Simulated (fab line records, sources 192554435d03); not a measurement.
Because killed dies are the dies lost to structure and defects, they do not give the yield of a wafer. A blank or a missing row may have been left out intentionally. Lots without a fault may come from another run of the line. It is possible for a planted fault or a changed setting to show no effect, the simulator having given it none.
Split-lot trial | flow n5 finfet | on a route of 1938 steps: 7 lots, 21 wafers read

== ON THE SPLIT ==
At N5_FIN_SAQP_HM_DEP_72 (deposits SiO2 from SiH4/N2O, target thk 12 nm, time 7.2 s), the setting time s was moved away from the recipe's 7.2 s on 10 of the 21 wafers read, by -11.7% to +11.2%. All remaining wafers had this setting at the recipe value.

== FROM THE SPLIT TO THE READING: what the file shows between them, 5 steps ==
- N5_FIN_SAQP_PEB_14: peb time 60 s (also split here: peb time s)
- N5_FIN_SAQP_DEVELOP_15: develop time 30 s
- N5_FIN_SAQP_CD_MEAS_16: target cd 35.6 nm
- N5_FIN_SAQP_ETCH_52: etches SOC in N2/H2, target depth 100 nm, overetch 20 nm, time 150 s
- N5_FIN_SAQP_STRIP_53: strips in N2/H2

== THE READING ==
etch.depth nm (the simulator's own value, which no gauge read), in nm, at N5_FIN_SAQP_HM_OPEN_73 (chemistry CHF3/O2, target SiO2, stops on a-Si, target depth 12 nm, time 16.8 s). There is no usual value for it anywhere in the file. Across the 11 wafers here that went through the recipe, the average is 11.96 nm and the standard deviation 0.15 nm.

wafer  | tool, chamber at the split | time s as run, s | against the recipe | etch.depth nm, nm | against lot-mates on the recipe
L074.3 | pecvd-03, 0                | 7.2              | recipe             | 11.97             | -
L074.4 | pecvd-03, 2                | 7.2              | recipe             | 11.89             | -
L074.6 | pecvd-03, 1                | 7.2              | recipe             | 12.1              | -
L077.2 | pecvd-04, 0                | 7.2              | recipe             | 11.75             | -
L077.4 | pecvd-04, 0                | 7.713            | +7.1%              | 12.98             | +1.05
L077.6 | pecvd-04, 2                | 7.2              | recipe             | 12.1              | -
L079.4 | pecvd-01, 1                | 6.356            | -11.7%             | 10.52             | -1.54
L079.5 | pecvd-01, 2                | 7.2              | recipe             | 12.06             | -
L079.6 | pecvd-01, 0                | 6.356            | -11.7%             | 10.45             | -1.61
L082.1 | pecvd-03, 1                | 8.006            | +11.2%             | 13.18             | no lot-mate on the recipe
L082.5 | pecvd-03, 1                | 8.006            | +11.2%             | 13.43             | no lot-mate on the recipe
L082.6 | pecvd-03, 0                | 8.006            | +11.2%             | 13.19             | no lot-mate on the recipe
L085.3 | pecvd-04, 2                | 7.552            | +4.9%              | 12.61             | +0.50
L085.4 | pecvd-04, 1                | 7.2              | recipe             | 12.11             | -
L085.6 | pecvd-04, 0                | 7.552            | +4.9%              | 12.63             | +0.52
L087.4 | pecvd-04, 2                | 7.2              | recipe             | 11.7              | -
L087.5 | pecvd-04, 1                | 7.967            | +10.7%             | 13.37             | +1.67
L087.6 | pecvd-04, 0                | 7.967            | +10.7%             | 13                | +1.30
L092.1 | pecvd-03, 0                | 7.2              | recipe             | 11.81             | -
L092.4 | pecvd-03, 1                | 7.2              | recipe             | 11.99             | -
L092.5 | pecvd-03, 2                | 7.2              | recipe             | 12.11             | -

THE FIT
A straight line over all 21 wafers: etch.depth nm changes by +0.121 nm for each +1% of time s; r = +0.98; the points scatter about the line by 0.15 nm.
The same after taking each lot's own level away (the mean of its wafers on the recipe; 18 wafers): +0.135 nm for each +1%; r = +0.99; scatter 0.13 nm.
Per that fit: largest time s move, reading shift of 1.6 nm.
The lots' own levels span 11.700 to 12.110 nm, that is 2.8 times the standard deviation above.
In other words, the slope is changed by the lot-to-lot level; the two fits disagree.
Check: -1.61 nm against its lot-mates is what the line predicts for one of the wafers moved furthest among these (-11.7%) when that wafer is left out of the fit. Against them it came out at -1.54 nm.

== OTHER SPLITS APPLIED TO THESE WAFERS ==
Other splits were also applied to these wafers ahead of the reading. Each is held against what the fit with the lots' levels taken away leaves over:
other split on the same wafers                    | wafers away from the commonest value | r with etch.depth nm (lot level and that fit taken away)
N5_ZERO_LAYER_DEVELOP_10 develop time s           | 8                                    | -0.31
N5_WELL_APT_COAT_02 spin rpm                      | 4                                    | +0.41
N5_PMOS_HMC_CHANNEL_EPI_PEB_07 peb temp c         | 4                                    | -0.15
N5_PMOS_HMC_CHANNEL_EPI_DEVELOP_08 develop time s | 7                                    | -0.11
N5_FIN_SAQP_PEB_14 peb time s                     | 5                                    | -0.56

== THE WHOLE CHAIN: every reading that the file lists as answering this split, in the file's order ==
step                   | what it does                                                                   | reading                                                                            | change (the file's fit)               | r (the file's)
N5_FIN_SAQP_HM_DEP_72  | deposits SiO2 from SiH4/N2O, target thk 12 nm, time 7.2 s                      | SiO2_of_FIN_SAQP_HM_DEP_72.thk nm (the simulator's own value, which no gauge read) | +0.136 nm for each +1% of the setting | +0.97
N5_FIN_SAQP_HM_OPEN_73 | chemistry CHF3/O2, target SiO2, stops on a-Si, target depth 12 nm, time 16.8 s | etch.depth nm (the simulator's own value, which no gauge read)                     | +0.136 nm for each +1% of the setting | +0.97

== THE FILE'S OWN FIT ==
etch.depth nm changes by +0.136 nm for each +1% of time s, r = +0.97.
